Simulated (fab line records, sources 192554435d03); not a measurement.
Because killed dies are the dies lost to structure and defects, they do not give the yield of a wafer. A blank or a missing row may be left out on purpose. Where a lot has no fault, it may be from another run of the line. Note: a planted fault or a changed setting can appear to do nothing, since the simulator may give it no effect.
fab line records	flow n5-finfet	part 1 of 2: steps 1 to 8 of 9
record: lots: 10	wafers: 28	last-day: 21
route steps=1938 shown BEOL_M4@1111 BEOL_M6@1261 BEOL_M7@1264 PASSIVATION@1936
lots untouched by any fault: they come from a run of this same line in which no faults occurred
start-h: the number of hours between the record's first day and the start of the first shown wafer of the lot	wait-h: how many hours have passed since the lot's step before this one	" unchanged from the row above	L1.1+2: a single row standing in for several wafers	- either no value or no given start	* or withheld: withheld	< > ~ a bound
route shown NAME@n: NAME is a module with steps in the file, n the number in the route of the first one	usual: mean and standard deviation over wafers with no fault	same: alike in all rows	chamber/n: place in a boat	sites: readings site by site	_std_site: standard deviation across them	_edge_site: inner sites' mean taken away from outer sites' mean	radius-mm: how far each site lies from the wafer's centre	mask NAME#n: copy n	behind: the most recent tool/chamber to have shaped the wafer	hold: reason for holding the lot/hours on hold/outcome of the hold	device: which transistor (n, p or np) failed to switch	end of line: tests run on the same wafers once the route is complete	a step without rows: its recipe alone	killed: not the wafer's yield, but the dies lost to structure and defects at the first sort	map: per-die view of a wafer (x killed, . not killed, _ where there is no die)
set.NAME: the setting that was run; set.NAME@STEP: the one run at that earlier step	model.NAME: the simulator's own value behind a step, which no gauge read
a sample of lots followed through the steps of the route, with each step as a table and each wafer as a row
services: the hour from which a tool's chamber was out of use, counted from the record's first day as start-h (under 0 if before that day), plus the number of hours and why
== steps ==
step: N5_BEOL_M4_RC_MEAS_101
usual: DIBL_N: 37.7/2	DIBL_P: 37.7/2.3	IOFF_N: 0.18/0.039	IOFF_P: 0.23/0.042	ION_N: 681/12	ION_P: 463/8	SS_N: 71.9/0.68	SS_P: 73.6/0.71	VT_N: 248/3.2	VT_P: -249/3.1
lot.wafer	tool	chamber	start-h	wait-h	DIBL_N[mV/V]	DIBL_P[mV/V]	IOFF_N[nA/um]	IOFF_P[nA/um]	ION_N[uA/um]	ION_P[uA/um]	SS_N[mV/dec]	SS_P[mV/dec]	VT_N[mV]	VT_P[mV]
L659.2	prober-02	0	265.07	0.2	42.7	41.4	0.26	0.31	704	480	73.3	74.6	244	-245
L659.5	"	0	"	"	36.7	34.8	0.13	0.18	672	465	71.3	72.9	254	-254
L659.6	"	0	"	"	42.0	40.6	0.25	0.30	707	482	72.9	74.4	245	-247
L657.3	prober-01	0	271.29	0.3	36.6	36.6	0.17	0.24	669	464	72.1	72.7	249	-245
L657.4	"	0	"	"	38.5	38.0	0.20	0.25	675	460	72.3	73.1	248	-243
L657.5	"	0	"	"	40.1	42.1	0.26	0.36	688	471	72.8	73.9	243	-241
L661.1	prober-01	0	278.27	0.0	36.2	35.5	0.13	0.16	658	441	72.6	73.6	254	-256
L661.4	"	0	"	"	37.5	38.0	0.16	0.20	679	457	72.2	72.6	251	-254
L661.6	"	0	"	"	41.2	40.8	0.24	0.24	677	452	72.4	74.0	245	-250
L663.2	prober-01	0	305.45	0.2	38.0	39.8	0.20	0.25	684	466	72.1	75.0	244	-250
L663.4	"	0	"	"	36.3	37.5	0.16	0.21	684	469	72.1	73.8	252	-249
L663.5	"	0	"	"	39.2	41.1	0.23	0.26	700	471	72.5	75.4	245	-248
L666.1	prober-01	0	309.95	0.0	37.6	36.9	0.16	0.23	664	460	72.0	74.0	250	-249
L666.2	"	0	"	"	40.3	38.5	0.23	0.25	682	461	72.7	74.1	247	-245
L666.5	"	0	"	"	38.8	38.6	0.18	0.24	670	455	71.5	73.5	251	-250
L672.1	prober-01	0	344.88	0.0	40.9	40.7	0.22	0.30	692	477	72.4	74.6	244	-242
L672.2	"	0	"	"	37.4	36.3	0.16	0.22	676	468	71.1	73.8	248	-250
L672.5	"	0	"	"	37.9	36.6	0.16	0.22	679	471	71.7	73.2	250	-249
L674.4	prober-02	0	348.91	0.5	37.3	36.6	0.16	0.23	680	463	72.0	74.3	252	-250
L674.6	"	0	"	"	38.1	37.9	0.19	0.25	676	459	72.4	73.7	249	-246
L671.5	prober-01	0	350.35	0.6	35.0	35.0	0.15	0.20	691	476	70.9	72.8	248	-250
L671.6	"	0	"	"	41.1	41.9	0.26	0.31	679	465	72.4	74.6	243	-243
L675.3	prober-01	0	360.36	0.3	38.0	36.7	0.18	0.22	665	457	71.2	73.7	248	-250
L675.5	"	0	"	"	37.0	35.4	0.16	0.20	677	462	71.2	73.1	248	-249
L675.6	"	0	"	"	39.6	38.5	0.20	0.24	681	463	72.0	74.4	246	-251
L680.2	prober-02	0	402.43	0.2	36.5	36.5	0.16	0.26	662	460	71.5	73.6	250	-245
L680.3	"	0	"	"	33.3	31.9	0.12	0.17	680	463	70.8	73.0	248	-251
L680.6	"	0	"	"	36.9	37.3	0.19	0.26	686	475	72.2	74.0	248	-246
step: N5_BEOL_M6_RS_MEAS_57
recipe: thk-meas-gauge: four-point-probe	reads: Cu_of_BEOL_M6_ECD_50+Co_of_BEOL_M6_CVD_78+TaN_of_BEOL_M6_ALD_77
usual: M6_RS: 0.288/0.011
lot.wafer	tool	chamber	start-h	wait-h	M6_RS[ohm/sq]
L659.2	film-metro-02	-	293.44	0.1	0.295
L659.5	"	-	"	"	0.293
L659.6	"	-	"	"	0.292
L657.3	film-metro-02	-	294.56	0.1	0.309
L657.4	"	-	"	"	0.282
L657.5	"	-	"	"	0.281
L661.1	film-metro-01	-	302.63	0.1	0.284
L661.4	"	-	"	"	0.289
L661.6	"	-	"	"	0.283
L663.2	film-metro-02	-	329.31	0.1	0.292
L663.4	"	-	"	"	0.288
L663.5	"	-	"	"	0.293
L666.1	film-metro-02	-	331.51	0.1	0.278
L666.2	"	-	"	"	0.294
L666.5	"	-	"	"	0.269
L672.1	film-metro-02	-	366.31	0.1	0.272
L672.2	"	-	"	"	0.302
L672.5	"	-	"	"	0.301
L674.4	film-metro-02	-	369.57	0.0	0.283
L674.6	"	-	"	"	0.285
L671.5	film-metro-01	-	374.45	0.0	0.287
L671.6	"	-	"	"	0.286
L675.3	film-metro-01	-	380.20	0.1	0.285
L675.5	"	-	"	"	0.295
L675.6	"	-	"	"	0.284
L680.2	film-metro-01	-	422.76	0.1	0.298
L680.3	"	-	"	"	0.301
L680.6	"	-	"	"	0.304
step: N5_BEOL_M7_CURE_74
recipe: temp-c: 385	time-s: 240	ambient: He/Ar	material: SiCOH_lowk
usual: lamp-power-pct: 52.31/0.055	wafer_temp_C_max: 386.7/0.58
lot.wafer	tool	chamber	start-h	wait-h	lamp-power-pct	wafer_temp_C_max
L659.2	uv-cure-03	2	293.81	0.3	52.27	386.3
L659.5	"	2	"	"	52.30	386.1
L659.6	"	2	"	"	52.29	386.8
L657.3	uv-cure-01	2	295.01	0.4	52.27	385.8
L657.4	"	2	"	"	52.41	385.4
L657.5	"	2	"	"	52.23	386.0
L661.1	uv-cure-02	2	302.95	0.2	52.30	386.5
L661.4	"	2	"	"	52.17	386.7
L661.6	"	2	"	"	52.42	386.6
L663.2	uv-cure-02	2	329.51	0.1	52.35	386.4
L663.4	"	2	"	"	52.31	386.0
L663.5	"	2	"	"	52.34	386.6
L666.1	uv-cure-02	0	331.64	0.0	52.38	386.4
L666.2	"	0	"	"	52.21	386.8
L666.5	"	0	"	"	52.19	386.8
L672.1	uv-cure-01	2	366.44	0.0	52.29	386.0
L672.2	"	2	"	"	52.30	386.2
L672.5	"	2	"	"	52.24	386.4
L674.4	uv-cure-02	1	369.94	0.3	52.28	385.7
L674.6	"	1	"	"	52.29	385.9
L671.5	uv-cure-03	2	375.53	1.0	52.23	386.3
L671.6	"	2	"	"	52.19	387.3
L675.3	uv-cure-03	0	380.81	0.5	52.23	386.7
L675.5	"	0	"	"	52.33	386.7
L675.6	"	0	"	"	52.34	386.7
L680.2	uv-cure-01	2	423.03	0.2	52.43	386.2
L680.3	"	2	"	"	52.26	386.1
L680.6	"	2	"	"	52.36	386.6
step: N5_BEOL_M7_HM_DEP_02
recipe: material: TiN	target-thk-a: 200	temp-c: 25	chamber-pressure-pa: 0.49996
usual: throttle-valve-pct: 30.2/1.1
lot.wafer	tool	chamber	start-h	wait-h	throttle-valve-pct
L659.2	pvd-sputter-02	-	295.08	0.8	30.3
L659.5	"	-	"	"	30.4
L659.6	"	-	"	"	30.3
L657.3	pvd-sputter-01	-	297.70	2.0	30.1
L657.4	"	-	"	"	31.4
L657.5	"	-	"	"	31.8
L661.1	pvd-sputter-02	-	304.35	0.8	30.7
L661.4	"	-	"	"	30.3
L661.6	"	-	"	"	30.7
L663.2	pvd-sputter-02	-	330.30	0.3	30.5
L663.4	"	-	"	"	28.8
L663.5	"	-	"	"	30.4
L666.1	pvd-sputter-03	-	333.17	1.0	28.8
L666.2	"	-	"	"	28.4
L666.5	"	-	"	"	31.8
L672.1	pvd-sputter-01	-	367.39	0.4	31.9
L672.2	"	-	"	"	31.4
L672.5	"	-	"	"	28.7
L674.4	pvd-sputter-03	-	371.05	0.8	29.0
L674.6	"	-	"	"	29.7
L671.5	pvd-sputter-02	-	377.73	1.8	30.4
L671.6	"	-	"	"	28.9
L675.3	pvd-sputter-03	-	381.95	0.4	28.3
L675.5	"	-	"	"	31.9
L675.6	"	-	"	"	29.9
L680.2	pvd-sputter-01	-	424.64	1.1	31.7
L680.3	"	-	"	"	30.0
L680.6	"	-	"	"	28.8
step: N5_BEOL_M7_EXPOSE_08
recipe: mask-id: M7	na: 1.35	source-shape: dipole	sigma-inner: 0.817	sigma-outer: 0.97	polarization: te	dose-mj: 68.25
usual: exposure-dose-mJ-cm2: 68.19/0.068
same: dipole-opening-deg: 35	na: 1.35
lot.wafer	tool	chamber	start-h	wait-h	mask	exposure-dose-mJ-cm2
L659.2	arfi-scanner-02	0	295.50	-	M7#0	68.17
L659.5	"	0	"	"	M7#0	68.19
L659.6	"	0	"	"	M7#0	68.29
L657.3	arfi-scanner-03	0	298.09	-	M7#0	68.34
L657.4	"	0	"	"	M7#0	68.25
L657.5	"	0	"	"	M7#0	68.29
L661.1	arfi-scanner-02	0	304.76	-	M7#0	68.23
L661.4	"	0	"	"	M7#0	68.17
L661.6	"	0	"	"	M7#0	68.17
L663.2	arfi-scanner-02	0	330.55	-	M7#0	78.12
L663.4	"	0	"	"	M7#0	78.07
L663.5	"	0	"	"	M7#0	78.20
L666.1	arfi-scanner-02	0	333.41	-	M7#0	76.16
L666.2	"	0	"	"	M7#0	76.07
L666.5	"	0	"	"	M7#0	76.21
L672.1	arfi-scanner-01	0	367.76	-	M7#0	68.23
L672.2	"	0	"	"	M7#0	68.26
L672.5	"	0	"	"	M7#0	68.20
L674.4	arfi-scanner-01	0	371.31	-	M7#0	68.18
L674.6	"	0	"	"	M7#0	68.21
L671.5	arfi-scanner-01	0	377.97	-	M7#0	68.20
L671.6	"	0	"	"	M7#0	68.20
L675.3	arfi-scanner-01	0	382.34	-	M7#0	68.22
L675.5	"	0	"	"	M7#0	68.25
L675.6	"	0	"	"	M7#0	68.19
L680.2	arfi-scanner-01	0	425.02	-	M7#0	68.29
L680.3	"	0	"	"	M7#0	68.16
L680.6	"	0	"	"	M7#0	68.23
step: N5_BEOL_M7_CD_MEAS_11
recipe: target-cd-nm: 38.5	landing-energy-ev: 500	detector: se-inlens	polarity: opening
usual: cd-nm: 38.8/0.64
lot.wafer	tool	chamber	start-h	wait-h	cd-nm
L659.2	cd-sem-03	0	295.62	-	39.3
L659.5	"	0	"	"	38.7
L659.6	"	0	"	"	39.0
L657.3	cd-sem-01	0	298.21	-	39.6
L657.4	"	0	"	"	38.8
L657.5	"	0	"	"	38.7
L661.1	cd-sem-03	0	304.89	-	39.3
L661.4	"	0	"	"	38.1
L661.6	"	0	"	"	38.9
L663.2	cd-sem-01	0	330.67	-	45.7
L663.4	"	0	"	"	45.8
L663.5	"	0	"	"	45.8
L666.1	cd-sem-03	0	333.54	-	44.2
L666.2	"	0	"	"	44.6
L666.5	"	0	"	"	45.0
L672.1	cd-sem-01	0	367.89	-	38.1
L672.2	"	0	"	"	38.0
L672.5	"	0	"	"	37.9
L674.4	cd-sem-02	0	371.43	-	38.2
L674.6	"	0	"	"	37.6
L671.5	cd-sem-02	0	378.07	-	37.8
L671.6	"	0	"	"	38.4
L675.3	cd-sem-02	0	382.46	-	39.2
L675.5	"	0	"	"	39.6
L675.6	"	0	"	"	40.1
L680.2	cd-sem-03	0	425.14	-	39.5
L680.3	"	0	"	"	38.6
L680.6	"	0	"	"	38.8
step: N5_BEOL_M7_CD_MEAS_18
recipe: pitch-nm: 80	target-cd-nm: 40
usual: cd-nm: 40.4/0.76
lot.wafer	tool	chamber	start-h	wait-h	cd-nm
L659.2	cd-sem-03	-	296.18	0.1	41.3
L659.5	"	-	"	"	40.5
L659.6	"	-	"	"	40.7
L657.3	cd-sem-01	-	298.78	0.1	40.7
L657.4	"	-	"	"	40.4
L657.5	"	-	"	"	39.8
L661.1	cd-sem-03	-	305.70	0.0	40.7
L661.4	"	-	"	"	40.2
L661.6	"	-	"	"	40.6
L663.2	cd-sem-02	-	331.45	0.1	46.4
L663.4	"	-	"	"	47.2
L663.5	"	-	"	"	47.6
L666.1	cd-sem-02	-	334.18	0.0	45.7
L666.2	"	-	"	"	46.4
L666.5	"	-	"	"	46.9
L672.1	cd-sem-03	-	368.53	0.0	39.6
L672.2	"	-	"	"	40.1
L672.5	"	-	"	"	39.7
L674.4	cd-sem-03	-	372.73	0.0	39.8
L674.6	"	-	"	"	39.3
L671.5	cd-sem-01	-	378.71	0.0	39.6
L671.6	"	-	"	"	39.2
L675.3	cd-sem-02	-	383.02	0.1	41.3
L675.5	"	-	"	"	41.4
L675.6	"	-	"	"	41.4
L680.2	cd-sem-01	-	425.90	0.1	41.4
L680.3	"	-	"	"	41.0
L680.6	"	-	"	"	40.4
step: N5_BEOL_M7_CD_MEAS_35
recipe: target-cd-nm: 40	polarity: opening
usual: cd-nm: 40.4/0.79
lot.wafer	tool	chamber	start-h	wait-h	cd-nm
L659.2	cd-sem-01	-	298.49	0.0	41.2
L659.5	"	-	"	"	40.8
L659.6	"	-	"	"	41.0
L657.3	cd-sem-01	-	301.03	0.0	40.7
L657.4	"	-	"	"	40.2
L657.5	"	-	"	"	39.5
L661.1	cd-sem-03	-	307.66	0.0	41.0
L661.4	"	-	"	"	39.5
L661.6	"	-	"	"	40.7
L663.2	cd-sem-01	-	332.62	0.0	45.9
L663.4	"	-	"	"	47.1
L663.5	"	-	"	"	47.1
L666.1	cd-sem-03	-	335.70	0.0	45.5
L666.2	"	-	"	"	46.0
L666.5	"	-	"	"	46.6
L672.1	cd-sem-01	-	372.01	0.0	39.9
L672.2	"	-	"	"	39.7
L672.5	"	-	"	"	39.7
L674.4	cd-sem-02	-	373.93	0.0	39.4
L674.6	"	-	"	"	39.2
L671.5	cd-sem-03	-	379.85	0.0	39.4
L671.6	"	-	"	"	39.5
L675.3	cd-sem-01	-	385.07	0.0	41.5
L675.5	"	-	"	"	41.4
L675.6	"	-	"	"	41.3
L680.2	cd-sem-03	-	428.00	0.0	41.1
L680.3	"	-	"	"	40.6
L680.6	"	-	"	"	40.1
== key ==
first-sign: step: N5_BEOL_M7_EXPOSE_08	reading: exposure-dose-mJ-cm2	direction: up	sigmas: 99+	usual: 68.19	struck: 77.14
effect: step: N5_BEOL_M7_CD_MEAS_11	reading: cd-nm	direction: up	sigmas: 10	usual: 38.8	struck: 45.2	through: control-loop
effect: step: N5_BEOL_M7_CD_MEAS_18	reading: cd-nm	direction: up	sigmas: 8.2	usual: 40.4	struck: 46.7	through: control-loop
effect: step: N5_BEOL_M7_CD_MEAS_35	reading: cd-nm	direction: up	sigmas: 7.6	usual: 40.4	struck: 46.4	through: control-loop
effect: step: N5_PASSIVATION_PROBE_49	reading: killed_at_M4_up	direction: up	sigmas: 87	usual: 15	struck: 474
more-kills-born-at: N5_BEOL_M7_EXPOSE_08@arfi-scanner-02: 2753
met-at N5_BEOL_M7_EXPOSE_08
struck-lots L663,L666
later-rows-left-out L663.4,L663.5
loop-trim: step: N5_BEOL_M7_EXPOSE_08	setting: dose	lots: L666
not-acting-at N5_BEOL_M6_RS_MEAS_57,N5_BEOL_M7_CURE_74,N5_BEOL_M7_HM_DEP_02
onset-between 304.76 330.55
fault: kind: process-parameter-drift	tool: arfi-scanner-02	chamber: -	onset-h: 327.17	steps: N5_BEOL_M7_EXPOSE_08	channel: dose-mj	offset: 9.9451	shape: step	acts-in: these-recipes-only	stated: 68.25
later-rows-left-out: the simulator's readings of these wafers behind a module that went badly wrong aren't trusted and aren't shown, but for the sort
loop-trim: a control loop set the setting to another value than it would have without faults
